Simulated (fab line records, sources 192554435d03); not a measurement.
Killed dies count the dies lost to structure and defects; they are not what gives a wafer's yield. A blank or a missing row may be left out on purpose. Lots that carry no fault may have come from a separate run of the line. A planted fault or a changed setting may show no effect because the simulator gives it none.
fab line records	flow n5Finfet	part 1 of 2: steps 1 to 4 of 6
record lots=20	wafers=60	lastDay=17
route steps=1938 shown HKMG_FIN@438 GATE_CUT@470 MOL_CONTACT_COAG@529
lots that met no fault: from a run of the same line without faults
startH: the number of hours between the record's first day and the start of the first shown wafer of the lot	waitH: how many hours have passed since the lot's step before this one	" repeats the value in the row above	L1.1+2: a row that stands for several wafers	- no value, or no start was given	* or withheld: withheld	< > ~ a bound
route shown NAME@n: a module of which the file shows steps, and the number in the route of the first	usual: the fault-free wafers' mean and standard deviation	same: alike in all rows	chamber/n: place in a boat	sites: each site's reading	_std_site: their standard deviation	_edge_site: mean of outer sites minus mean of inner sites	radiusMm: how far each site lies from the wafer's centre	mask NAME#n: copy n	behind: the most recent tool/chamber to have shaped the wafer	hold: why the lot went on hold/how many hours it stayed there/how the hold came to an end	device: transistor that didn't switch, given as n, p or np	end of line: tests of these same wafers at the route's end	a step with no rows: only its recipe	killed: not the wafer's yield, but the dies lost to structure and defects at the first sort	map: shows each die of a wafer: x if killed, . if not, _ if none is there
set.NAME: setting as actually run; set.NAME@STEP: the setting as run at that earlier step	model.NAME: the simulator's own value behind a step, which no gauge read
steps of the route over a sample of lots; a table a step, a row a wafer
services: when a tool's chamber went out of use (startH, in hours from the record's first day, below 0 if earlier), for how many hours, and the reason
## steps
# step N5_HKMG_FIN_ETCH_35
# recipe chemistry=N2/H2	target=SOC	targetDepthA=2158	ionEnergyEv=65	biasW=5	sourceW=3000	timeS=243.4	pressureMtorr=30	n2FlowSccm=200	h2FlowSccm=200
# usual drypumpMotorCurrentA=5.4/0.63	n2FlowSccm=200.0/0.61	oesProductAu=0.76/0.095	rfVppV=141.4/0.97	showerheadPlenumPTorr=2.52/0.066	throttleValvePct=17.80/0.25
lot.wafer	tool	chamber	startH	waitH	drypumpMotorCurrentA	n2FlowSccm	oesProductAu	rfHoursCounterH	rfVppV	showerheadPlenumPTorr	throttleValvePct
L074.3	rieDiel-05	2	76.17	0.0	5.2	200.6	0.90	29	141.3	2.58	17.26
L074.4	"	0	"	"	6.0	200.0	0.66	235	141.3	2.52	17.84
L074.5	"	1	"	"	6.4	200.7	0.77	-	140.8	2.47	17.97
L075.2	rieDiel-05	0	79.97	0.0	6.0	200.1	0.66	237	141.8	2.52	17.84
L075.4	"	2	"	"	5.2	199.7	0.88	31	142.9	2.58	17.27
L075.6	"	2	"	"	5.2	199.5	0.89	-	142.1	2.58	17.25
L076.2	rieDiel-05	3	90.12	0.0	4.9	200.4	0.77	152	140.5	2.44	17.86
L076.5	"	2	"	"	5.2	200.2	0.89	-	141.5	2.58	17.28
L076.6	"	3	"	"	4.9	200.9	0.77	-	139.5	2.44	17.86
L077.1	rieDiel-01	0	91.16	0.0	4.9	200.1	0.68	240	140.9	2.48	17.77
L077.2	"	3	"	"	4.9	200.5	0.70	219	141.0	2.52	17.73
L077.5	"	0	"	"	4.9	200.6	0.68	-	141.0	2.48	17.76
L078.1	rieDiel-01	0	100.47	0.0	4.9	200.6	0.68	242	140.6	2.48	17.77
L078.2	"	2	"	"	6.3	200.5	0.67	220	141.2	2.52	18.01
L078.6	"	2	"	"	6.3	199.8	0.66	-	141.5	2.52	18.01
L080.1	rieDiel-05	0	109.90	0.0	5.9	200.7	0.67	246	141.2	2.52	17.86
L080.3	"	2	"	"	5.2	199.3	0.87	41	141.6	2.58	17.27
L080.5	"	1	"	"	6.5	200.1	0.75	-	141.9	2.47	18.01
L083.3	rieDiel-01	1	134.71	0.0	4.7	199.3	0.73	179	142.1	2.63	17.93
L083.5	"	2	"	"	6.3	199.0	0.67	-	142.3	2.52	18.02
L083.6	"	1	"	"	4.7	199.8	0.73	-	143.4	2.63	17.91
L085.1	rieDiel-05	2	140.89	0.0	5.2	199.5	0.86	54	143.4	2.57	17.30
L085.3	"	1	"	"	6.4	199.6	0.73	160	140.4	2.46	18.04
L085.6	"	3	"	"	4.9	200.3	0.76	-	141.1	2.43	17.89
L086.1	rieDiel-01	3	151.47	0.0	4.9	200.0	0.67	234	141.0	2.52	17.77
L086.2	"	1	"	"	4.7	199.8	0.73	186	141.3	2.63	17.92
L086.5	"	2	"	"	6.3	200.6	0.66	-	141.0	2.52	18.01
L087.1	rieDiel-01	3	155.13	0.0	4.9	200.3	0.67	236	141.6	2.52	17.76
L087.4	"	3	"	"	4.8	200.1	0.67	-	140.5	2.52	17.78
L087.6	"	1	"	"	4.7	200.6	0.73	-	142.5	2.63	17.92
L088.1	rieDiel-05	0	157.86	0.0	5.9	201.1	0.96	4	142.0	2.51	17.48
L088.3	"	2	"	"	5.2	200.0	0.85	60	141.6	2.57	17.31
L088.6	"	0	"	"	5.9	200.5	0.96	-	141.5	2.51	17.47
L089.2	rieDiel-01	3	165.15	0.0	4.8	199.8	0.66	240	142.2	2.52	17.78
L089.5	"	0	"	"	4.9	199.4	0.96	-	140.5	2.47	17.48
L089.6	"	3	"	"	4.8	200.1	0.67	-	141.0	2.52	17.78
L090.2	rieDiel-05	0	170.71	0.0	6.0	198.8	0.95	9	141.1	2.51	17.47
L090.5	"	1	"	"	6.5	200.7	0.72	-	141.8	2.46	18.04
L090.6	"	0	"	"	5.9	198.2	0.94	-	142.2	2.51	17.49
L091.4	rieDiel-01	0	178.16	0.0	4.9	199.5	0.93	9	141.5	2.47	17.47
L091.5	"	2	"	"	6.3	200.3	0.66	-	141.4	2.51	18.02
L091.6	"	1	"	"	4.7	199.9	0.73	-	141.7	2.62	17.95
L092.2	rieDiel-01	3	184.72	0.0	4.9	200.5	0.67	247	140.2	2.51	17.79
L092.3	"	1	"	"	4.7	199.7	0.72	198	140.6	2.62	17.93
L092.5	"	3	"	"	4.9	200.2	0.67	-	142.4	2.51	17.80
L093.3	rieDiel-05	3	189.48	0.0	4.9	200.1	0.73	190	139.9	2.42	17.93
L093.5	"	2	"	"	5.2	200.4	0.83	-	141.5	2.56	17.33
L093.6	"	1	"	"	6.5	199.6	0.72	-	140.5	2.45	18.06
L094.1	rieDiel-05	0	197.01	0.0	5.9	199.6	0.93	16	140.6	2.51	17.50
L094.3	"	1	"	"	6.4	200.4	0.73	177	140.9	2.45	18.06
L094.5	"	2	"	"	5.2	200.8	0.83	-	141.0	2.56	17.34
L095.3	rieDiel-01	1	201.88	0.0	4.7	199.5	0.72	205	142.2	2.62	17.95
L095.4	"	2	"	"	6.3	199.9	0.65	-	141.0	2.51	18.08
L095.5	"	1	"	"	4.7	199.7	0.71	-	143.2	2.62	17.97
L096.3	rieDiel-04	1	209.89	0.0	5.4	199.2	0.91	15	142.4	2.71	17.67
L096.5	"	0	"	"	5.5	200.4	0.99	-	142.4	2.50	17.94
L096.6	"	1	"	"	5.3	198.5	0.90	-	143.9	2.71	17.66
L097.1	rieDiel-01	2	212.28	0.0	6.3	200.1	0.64	256	140.5	2.51	18.06
L097.2	"	0	"	"	4.9	200.5	0.90	24	141.2	2.46	17.52
L097.6	"	0	"	"	4.9	199.6	0.91	-	141.0	2.46	17.50
# step N5_GATE_CUT_STRIP_59
# recipe chemistry=N2/H2	timeS=20	powerW=100	tempC=40	pressureMtorr=100	rfFrequencyHz=6e+07	biasPowerW=3	n2FlowSccm=300	h2FlowSccm=300
# usual drypumpMotorCurrentA=5.92/0.26	n2FlowSccm=300.0/0.89	oesProductAu=0.78/0.084	rfVppV=45.2/0.87	showerheadPlenumPTorr=3.39/0.096	throttleValvePct=12.14/0.27
lot.wafer	tool	chamber	startH	waitH	drypumpMotorCurrentA	n2FlowSccm	oesProductAu	rfHoursCounterH	rfVppV	showerheadPlenumPTorr	throttleValvePct
L074.3	rieDiel-06	2	80.92	0.1	6.04	300.8	0.73	169	45.4	3.32	12.03
L074.4	"	1	"	"	6.52	300.2	0.92	26	45.3	3.41	11.66
L074.5	"	2	"	"	6.04	302.1	0.72	-	44.1	3.32	12.01
L075.2	rieDiel-02	3	84.47	0.1	6.16	301.3	0.68	235	46.9	3.36	12.51
L075.4	"	1	"	"	6.01	298.7	0.88	-	45.4	3.57	11.75
L075.6	"	2	"	"	5.96	299.7	0.77	-	45.5	3.39	12.10
L076.2	rieDiel-03	2	94.90	0.1	6.05	299.6	0.83	62	44.5	3.44	12.19
L076.5	"	0	"	"	5.72	300.5	0.77	-	44.3	3.24	12.13
L076.6	"	3	"	"	5.84	300.1	0.71	-	44.6	3.49	12.17
L077.1	rieDiel-06	3	95.84	0.1	5.78	300.4	0.71	191	44.7	3.35	12.44
L077.2	"	2	"	"	6.05	300.9	0.71	174	44.7	3.32	12.02
L077.5	"	3	"	"	5.77	300.9	0.71	-	45.3	3.35	12.43
L078.1	rieDiel-06	0	105.06	0.1	5.81	301.0	0.73	152	45.9	3.56	12.36
L078.2	"	1	"	"	6.49	299.5	0.90	33	45.4	3.41	11.69
L078.6	"	2	"	"	6.07	298.7	0.72	-	43.0	3.32	12.03
L080.1	rieDiel-02	2	114.56	0.1	5.99	299.5	0.76	142	45.7	3.39	12.13
L080.3	"	0	"	"	5.50	298.2	0.70	249	46.1	3.31	12.38
L080.5	"	2	"	"	5.97	301.7	0.77	-	44.0	3.39	12.13
L083.3	rieDiel-02	0	139.68	0.1	5.53	301.5	0.97	3	45.7	3.31	11.79
L083.5	"	1	"	"	5.98	300.0	0.86	-	46.2	3.56	11.79
L083.6	"	2	"	"	5.95	299.5	0.75	-	44.7	3.38	12.15
L085.1	rieDiel-06	2	145.94	0.1	6.04	299.9	0.71	189	44.1	3.31	12.07
L085.3	"	1	"	"	6.50	300.2	0.88	45	45.1	3.40	11.72
L085.6	"	3	"	"	5.80	300.2	0.70	-	44.3	3.34	12.48
L086.1	rieDiel-06	0	155.98	0.1	5.80	300.4	0.71	166	45.0	3.55	12.38
L086.2	"	3	"	"	5.78	299.1	0.71	208	45.6	3.34	12.49
L086.5	"	2	"	"	6.05	300.4	0.72	-	45.2	3.31	12.08
L087.1	rieDiel-02	0	161.21	0.1	5.52	300.6	0.94	11	45.4	3.30	11.81
L087.4	"	1	"	"	5.97	298.5	0.85	57	45.1	3.55	11.81
L087.6	"	0	"	"	5.49	301.8	0.95	-	44.9	3.30	11.79
L088.1	rieDiel-06	3	162.79	0.1	5.83	301.5	0.70	209	45.4	3.34	12.49
L088.3	"	1	"	"	6.50	299.6	0.87	49	45.2	3.40	11.72
L088.6	"	2	"	"	6.05	300.0	0.71	-	45.6	3.31	12.09
L089.2	rieDiel-06	2	169.72	0.1	6.05	298.4	0.71	196	45.8	3.31	12.09
L089.5	"	2	"	"	6.06	299.5	0.70	-	45.1	3.31	12.09
L089.6	"	3	"	"	5.81	300.0	0.70	-	45.9	3.34	12.49
L090.2	rieDiel-02	3	175.24	0.1	6.16	300.4	0.94	8	44.4	3.34	11.97
L090.5	"	1	"	"	5.97	300.0	0.82	-	45.8	3.55	11.82
L090.6	"	0	"	"	5.49	300.4	0.93	-	45.4	3.30	11.81
L091.4	rieDiel-02	0	182.68	0.1	5.49	299.5	0.94	18	45.2	3.30	11.81
L091.5	"	0	"	"	5.47	299.6	0.93	-	44.7	3.30	11.82
L091.6	"	1	"	"	5.97	299.8	0.84	-	45.6	3.55	11.83
L092.2	rieDiel-03	1	189.25	0.1	5.47	301.5	0.70	207	44.6	3.34	12.56
L092.3	"	3	"	"	5.87	300.3	0.70	226	45.2	3.48	12.24
L092.5	"	3	"	"	5.88	300.0	0.70	-	45.4	3.48	12.24
L093.3	rieDiel-02	2	194.30	0.1	5.96	299.5	0.73	171	46.1	3.37	12.17
L093.5	"	2	"	"	5.94	300.1	0.73	-	43.9	3.37	12.19
L093.6	"	3	"	"	6.15	299.4	0.91	-	44.7	3.34	11.98
L094.1	rieDiel-06	1	201.79	0.1	6.51	300.9	0.84	61	45.3	3.40	11.75
L094.3	"	0	"	"	5.80	298.7	0.70	179	44.8	3.54	12.41
L094.5	"	0	"	"	5.79	299.9	0.70	-	45.6	3.54	12.41
L095.3	rieDiel-06	0	206.39	0.1	5.81	299.1	0.71	180	47.0	3.54	12.42
L095.4	"	1	"	"	6.53	301.0	0.86	62	44.9	3.40	11.76
L095.5	"	3	"	"	5.80	300.7	0.70	-	44.6	3.34	12.51
L096.3	rieDiel-03	0	214.72	0.1	5.74	300.2	0.75	177	45.9	3.22	12.23
L096.5	"	1	"	"	5.46	300.0	0.69	-	44.6	3.34	12.57
L096.6	"	0	"	"	5.74	300.5	0.75	-	43.9	3.22	12.24
L097.1	rieDiel-02	2	217.20	0.1	5.96	299.8	0.72	179	45.8	3.37	12.21
L097.2	"	1	"	"	5.98	298.5	0.81	75	44.9	3.54	11.86
L097.6	"	2	"	"	5.98	299.8	0.72	-	46.9	3.37	12.21
# step N5_GATE_CUT_CMP_02
# recipe stopOn=SiO2	tOverpolishS=12.7	postCmpClean=alkalineBrush	downForcePsi=2.5	platenRpm=51.8	padVelocityMS=1.0307	targetThkNm=0
# usual motorCurrentA=9.2/0.77	overpolishRunS=12.701/0.0082	timeToEndpointS=25.9/3
# same tOverpolishS=12.7
lot.wafer	tool	chamber	startH	waitH	motorCurrentA	overpolishRunS	timeToEndpointS
L074.4	cmp-02	1	83.40	0.0	9.7	12.692	31.5
L074.3	"	2	"	"	9.0	12.707	26.1
L074.5	"	1	"	"	9.5	12.707	30.6
L075.4	cmp-03	3	87.00	0.1	9.0	12.692	25.4
L075.2	"	0	"	"	9.7	12.718	30.1
L075.6	"	3	"	"	8.7	12.694	24.9
L076.2	cmp-02	0	97.42	0.1	9.3	12.685	23.1
L076.6	"	3	"	"	8.9	12.708	23.0
L076.5	"	0	"	"	8.8	12.696	21.1
L077.2	cmp-02	2	99.55	0.1	9.1	12.699	26.7
L077.1	"	3	"	"	9.0	12.694	22.3
L077.5	"	3	"	"	9.3	12.701	25.2
L078.1	cmp-03	3	107.62	0.1	8.5	12.707	25.8
L078.2	"	2	"	"	8.0	12.708	22.1
L078.6	"	0	"	"	9.7	12.701	32.1
L080.3	cmp-02	1	117.04	0.1	9.8	12.693	30.7
L080.1	"	3	"	"	8.5	12.701	24.4
L080.5	"	2	"	"	8.9	12.699	25.5
L083.3	cmp-01	0	142.28	0.2	9.6	12.706	21.3
L083.6	"	1	"	"	10.9	12.707	25.7
L083.5	"	2	"	"	8.0	12.695	27.3
L085.3	cmp-02	3	148.42	0.1	8.4	12.695	22.0
L085.1	"	0	"	"	9.6	12.715	24.3
L085.6	"	3	"	"	9.4	12.708	22.7
L086.2	cmp-01	0	158.51	0.1	9.4	12.705	21.2
L086.1	"	2	"	"	7.8	12.709	29.1
L086.5	"	0	"	"	8.9	12.705	22.2
L087.4	cmp-01	0	163.96	0.0	9.3	12.706	23.4
L087.1	"	1	"	"	11.3	12.686	31.1
L087.6	"	1	"	"	10.8	12.704	27.4
L088.1	cmp-01	3	165.27	0.1	8.9	12.710	27.4
L088.3	"	0	"	"	9.2	12.697	20.4
L088.6	"	3	"	"	8.8	12.715	29.5
L089.2	cmp-03	2	172.32	0.2	7.9	12.690	25.4
L089.5	"	3	"	"	8.6	12.711	26.4
L089.6	"	0	"	"	9.0	12.712	28.7
L090.2	cmp-02	2	177.80	0.1	9.2	12.704	25.1
L090.6	"	0	"	"	9.3	12.701	24.3
L090.5	"	1	"	"	9.2	12.701	26.9
L091.4	cmp-03	3	185.20	0.1	9.0	12.687	26.4
L091.5	"	2	"	"	7.9	12.696	23.7
L091.6	"	3	"	"	9.0	12.704	25.5
L092.2	cmp-03	2	192.73	0.1	7.7	12.699	21.3
L092.3	"	0	"	"	9.6	12.693	29.1
L092.5	"	2	"	"	7.8	12.706	22.7
L093.3	cmp-01	3	196.83	0.1	9.1	12.691	31.9
L093.6	"	2	"	"	7.8	12.687	29.6
L093.5	"	3	"	"	8.8	12.699	33.4
L094.1	cmp-02	0	204.42	0.1	9.7	12.707	25.3
L094.3	"	1	"	"	10.0	12.697	28.7
L094.5	"	0	"	"	8.9	12.700	21.8
L095.4	cmp-03	3	208.91	0.1	8.8	12.702	23.1
L095.3	"	0	"	"	9.3	12.701	28.2
L095.5	"	3	"	"	8.4	12.706	24.6
L096.3	cmp-02	1	217.94	0.1	10.2	12.694	28.4
L096.5	"	3	"	"	8.8	12.702	25.2
L096.6	"	0	"	"	9.9	12.707	25.8
L097.1	cmp-02	1	219.68	0.1	9.8	12.699	27.1
L097.2	"	0	"	"	8.7	12.698	23.3
L097.6	"	1	"	"	9.7	12.702	28.7
# step N5_GATE_CUT_STRIP_42
# recipe chemistry=O2	powerW=400	tempC=40	pressureMtorr=30	rfFrequencyHz=6e+07	biasPowerW=0	overashFraction=0.3	o2FlowSccm=225
# usual drypumpMotorCurrentA=5.86/0.25	oesProductAu=0.77/0.077	rfVppV=3.7/0.46	showerheadPlenumPTorr=2.10/0.059	throttleValvePct=16.66/0.23
lot.wafer	tool	chamber	startH	waitH	drypumpMotorCurrentA	oesProductAu	rfHoursCounterH	rfVppV	showerheadPlenumPTorr	throttleValvePct
L074.3	rieDiel-06	0	84.44	0.0	5.80	0.73	147	3.8	2.21	16.85
L074.4	"	1	"	"	6.51	0.93	28	3.6	2.14	16.25
L074.5	"	2	"	"	6.04	0.74	-	3.5	2.10	16.79
L075.2	rieDiel-03	1	88.32	0.0	5.46	0.72	180	4.2	2.07	16.92
L075.4	"	3	"	"	5.82	0.72	198	3.8	2.18	16.65
L075.6	"	1	"	"	5.46	0.73	-	3.4	2.07	16.93
L076.2	rieDiel-02	1	98.56	0.0	5.95	0.88	34	3.6	2.20	16.22
L076.5	"	1	"	"	5.97	0.88	-	3.2	2.20	16.23
L076.6	"	2	"	"	5.98	0.76	-	3.6	2.12	16.52
L077.1	rieDiel-03	0	100.95	0.0	5.75	0.78	143	3.5	2.02	16.75
L077.2	"	1	"	"	5.45	0.73	183	3.8	2.07	16.92
L077.5	"	0	"	"	5.71	0.78	-	3.6	2.02	16.74
L078.1	rieDiel-02	0	108.78	0.0	5.50	0.70	247	3.5	2.05	16.70
L078.2	"	1	"	"	5.99	0.87	38	3.0	2.20	16.24
L078.6	"	2	"	"	5.94	0.77	-	4.4	2.12	16.53
L080.1	rieDiel-03	3	118.20	0.0	5.84	0.71	206	4.5	2.18	16.66
L080.3	"	0	"	"	5.68	0.78	148	3.5	2.02	16.74
L080.5	"	0	"	"	5.72	0.77	-	2.9	2.02	16.74
L083.3	rieDiel-02	2	143.53	0.0	5.96	0.75	153	3.4	2.11	16.56
L083.5	"	2	"	"	5.92	0.76	-	4.3	2.11	16.53
L083.6	"	1	"	"	5.94	0.86	-	2.9	2.19	16.26
L085.1	rieDiel-03	1	149.60	0.0	5.47	0.71	197	3.6	2.06	16.96
L085.3	"	0	"	"	5.73	0.77	157	3.7	2.02	16.76
L085.6	"	3	"	"	5.78	0.71	-	4.4	2.18	16.68
L086.1	rieDiel-02	1	159.63	0.0	5.97	0.85	56	3.2	2.19	16.29
L086.2	"	0	"	"	5.51	0.95	11	3.5	2.05	16.34
L086.5	"	0	"	"	5.47	0.95	-	3.0	2.05	16.36
L087.1	rieDiel-03	3	165.53	0.0	5.85	0.70	220	3.9	2.17	16.69
L087.4	"	1	"	"	5.50	0.70	201	3.6	2.06	16.95
L087.6	"	2	"	"	6.03	0.82	-	4.0	2.10	16.51
L088.1	rieDiel-03	2	166.43	0.0	6.06	0.81	81	5.1	2.10	16.52
L088.3	"	1	"	"	5.47	0.71	202	3.3	2.06	16.96
L088.6	"	3	"	"	5.84	0.70	-	4.2	2.17	16.69
L089.2	rieDiel-06	3	173.54	0.0	5.78	0.71	212	3.4	2.09	17.04
L089.5	"	2	"	"	6.02	0.71	-	3.4	2.09	16.84
L089.6	"	3	"	"	5.80	0.71	-	3.5	2.09	17.03
L090.2	rieDiel-03	1	178.88	0.0	5.44	0.70	204	4.1	2.06	16.96
L090.5	"	0	"	"	5.72	0.75	-	4.2	2.01	16.79
L090.6	"	3	"	"	5.85	0.70	-	3.1	2.17	16.69
L091.4	rieDiel-02	1	186.23	0.0	5.96	0.83	65	3.5	2.19	16.30
L091.5	"	3	"	"	6.13	0.91	-	3.2	2.06	16.35
L091.6	"	2	"	"	5.96	0.74	-	4.3	2.11	16.56
L092.2	rieDiel-06	3	194.13	0.0	5.77	0.70	217	3.5	2.09	17.05
L092.3	"	1	"	"	6.50	0.85	59	3.9	2.13	16.31
L092.5	"	1	"	"	6.50	0.86	-	3.8	2.12	16.32
L093.3	rieDiel-03	2	198.37	0.0	6.05	0.80	89	4.0	2.10	16.53
L093.5	"	3	"	"	5.85	0.70	-	3.6	2.17	16.71
L093.6	"	0	"	"	5.74	0.76	-	4.3	2.01	16.77
L094.1	rieDiel-03	0	205.64	0.0	5.74	0.75	174	3.5	2.01	16.79
L094.3	"	1	"	"	5.49	0.70	212	3.3	2.06	16.97
L094.5	"	1	"	"	5.44	0.69	-	3.7	2.06	16.97
L095.3	rieDiel-06	1	209.91	0.0	6.50	0.86	64	3.8	2.12	16.31
L095.4	"	0	"	"	5.80	0.70	182	3.9	2.20	16.91
L095.5	"	3	"	"	5.80	0.70	-	2.4	2.09	17.06
L096.3	rieDiel-03	3	218.90	0.0	5.85	0.69	236	4.3	2.17	16.72
L096.5	"	3	"	"	5.85	0.69	-	3.7	2.17	16.70
L096.6	"	0	"	"	5.77	0.75	-	4.1	2.01	16.81
L097.1	rieDiel-06	1	220.72	0.0	6.49	0.85	66	3.6	2.12	16.31
L097.2	"	0	"	"	5.79	0.71	185	3.3	2.20	16.90
L097.6	"	1	"	"	6.47	0.85	-	3.0	2.12	16.33
